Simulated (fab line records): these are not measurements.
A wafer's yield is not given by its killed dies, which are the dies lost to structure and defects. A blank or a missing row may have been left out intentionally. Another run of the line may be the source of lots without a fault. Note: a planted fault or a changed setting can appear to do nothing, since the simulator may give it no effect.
Split-lot experiment	flow n5-finfet	21 wafers read from 7 lots, route of 1938 steps

## THE SPLIT
At N5_HKMG_FIN_COAT_43 (resist thk 90 nm), the setting spin-rpm was moved away from the recipe's 1500 rpm on 5 of the 21 wafers read, by -5.3% to +10.1%. All remaining wafers had this setting at the recipe value.

The reading comes from the split's own step.

## THE READING
CAR-ArF_of_HKMG_FIN_COAT_43.thk-nm (the simulator's own value, which no gauge read), in nm, at N5_HKMG_FIN_COAT_43 (resist thk 90 nm). No usual value for it is given in the file. Average 90.2 nm, standard deviation 0.19 nm, over the 16 wafers here run with the recipe.

wafer	tool, chamber at the split	spin-rpm as run, rpm	against the recipe	CAR-ArF_of_HKMG_FIN_COAT_43.thk-nm, nm	against lot-mates on the recipe
L074.1	litho-track-02, 0	1652	+10.1%	85.6	-4.2
L074.5	litho-track-02, 0	1652	+10.1%	85.4	-4.4
L074.6	litho-track-02, 0	1500	recipe	89.8	-
L075.2	litho-track-04, 0	1500	recipe	90.4	-
L075.6	litho-track-04, 0	1500	recipe	90.4	-
L075.5	litho-track-04, 0	1500	recipe	90.2	-
L076.3	litho-track-01, 0	1421	-5.3%	92.6	+2.5
L076.4	litho-track-01, 0	1500	recipe	90	-
L076.5	litho-track-01, 0	1500	recipe	90.2	-
L083.1	litho-track-01, 0	1500	recipe	90.4	-
L083.4	litho-track-01, 0	1500	recipe	90.2	-
L083.5	litho-track-01, 0	1500	recipe	90.2	-
L091.3	litho-track-01, 0	1442	-3.9%	92.2	+1.8
L091.4	litho-track-01, 0	1500	recipe	90.4	-
L091.5	litho-track-01, 0	1442	-3.9%	92	+1.6
L093.2	litho-track-04, 0	1500	recipe	89.8	-
L093.3	litho-track-04, 0	1500	recipe	90.2	-
L093.4	litho-track-04, 0	1500	recipe	90.2	-
L094.1	litho-track-01, 0	1500	recipe	90	-
L094.2	litho-track-01, 0	1500	recipe	90	-
L094.3	litho-track-01, 0	1500	recipe	90	-

THE FIT
A straight line over all 21 wafers: CAR-ArF_of_HKMG_FIN_COAT_43.thk-nm changes by -0.465 nm for each +1% of spin-rpm; r = -0.99; the points scatter about the line by 0.19 nm.
The same after taking each lot's own level away (the mean of its wafers on the recipe; 21 wafers): -0.432 nm for each +1%; r = -1.00; scatter 0.12 nm.
On that fit, the largest move of spin-rpm shifts the reading by 4.4 nm.
From 89.80 to 90.40 nm: that is the span of the lots' own levels, equal to 3.1 times the standard deviation above.
So the lot-to-lot level changes the slope little: the two slopes agree.
Check: with one of the wafers moved furthest among these (+10.1%) left out of the fit, the line predicts -4.47 nm for it against its lot-mates. Against them it came out at -4.2 nm.

## ADDITIONAL SPLITS CARRIED BY THESE WAFERS
Note: prior to the reading, these wafers also went through further splits. Each is held against what the fit with the lots' levels taken away leaves over:
other split on the same wafers	wafers away from the commonest value	r with CAR-ArF_of_HKMG_FIN_COAT_43.thk-nm (lot level and that fit taken away)
N5_FIN_SAQP_PECVD_06 time-s	5	+0.02
N5_FIN_SAQP_DEVELOP_15 develop-time-s	5	-0.16
N5_DUMMY_GATE_COAT_28 spin-rpm	5	-0.07
N5_SD_EPI_N_EXPOSE_06 dose-mj	8	+0.05
N5_SD_EPI_N_DEVELOP_08 develop-time-s	5	-0.05
N5_ILD0_CMP_03 down-force-psi	5	+0.20

## FILE'S OWN FIT
CAR-ArF_of_HKMG_FIN_COAT_43.thk-nm changes by -0.436 nm for each +1% of spin-rpm, r = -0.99.
